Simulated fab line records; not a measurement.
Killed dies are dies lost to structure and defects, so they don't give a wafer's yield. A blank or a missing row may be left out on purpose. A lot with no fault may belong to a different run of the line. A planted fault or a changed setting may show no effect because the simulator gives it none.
Matching of chambers    flow nand_harc    NHARC_A_DECK1_JOINT_CMP_13 on cmp-03: 4 sister chambers
The step polishes, target thk 51.023 nm. 8 wafers are shown with their chamber, then 12 later ones without.

== EACH WAFER AND ITS CHAMBER ==
wafer   chamber  motor_current_A (A)  time_to_endpoint_s (s)
L087.1  0        12.4                 6
L087.6  1        14.3                 6
L089.1  2        13.7                 8
L089.4  1        14.2                 6
L089.5  3        11.7                 9
L089.2  0        13.3                 7
L089.3  3        11.5                 8
L089.6  2        13.3                 7

== WAFERS WHOSE CHAMBER IS MISSING ==
wafer   motor_current_A (A)  time_to_endpoint_s (s)
L091.2  13.7                 9
L091.4  12.7                 7
L091.6  14.3                 10
L092.1  13.4                 11
L092.4  14.4                 10
L092.6  12.9                 8
L093.1  11.1                 12
L093.2  12.3                 6
L093.4  15.1                 10
L096.2  12.9                 6
L096.3  11.3                 6
L096.5  13.4                 7

== CHAMBER TAKEN BY EACH ==
wafer    from the rows above            in truth
L091.2   2                              2
L091.4   can't be placed: 0 or 2        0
L091.6   can't be placed: 2 or 1        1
L092.1   can't be placed: 2 or 3 or 0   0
L092.4   can't be placed: 2 or 1        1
L092.6   can't be placed: 2 or 0 or 3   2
L093.1   3                              3
L093.2   0                              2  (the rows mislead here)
L093.4   can't be placed: 2 or 1        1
L096.2   0                              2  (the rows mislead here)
L096.3   can't be placed: 3 or 0        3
L096.5   can't be placed: 2 or 0        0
Placed correctly: 2 of 12. Not placeable from these rows: 8 (in 8, the candidates include the true chamber). Placed wrongly: 2.
How it was worked out, from the rows above alone: a wafer's distance from a chamber is the root of the sum, over the readings, of the square of ((its reading less the chamber's mean) divided by the reading's scatter). If the next closest chamber is less than 2 further off than the closest, the wafer can't be placed; otherwise it belongs to the closest. Each chamber's mean is taken over the wafers shown for it. The scatter: take each reading less its chamber's mean, square it, sum over the shown wafers, divide by the number of wafers less the number of chambers, and take the root.
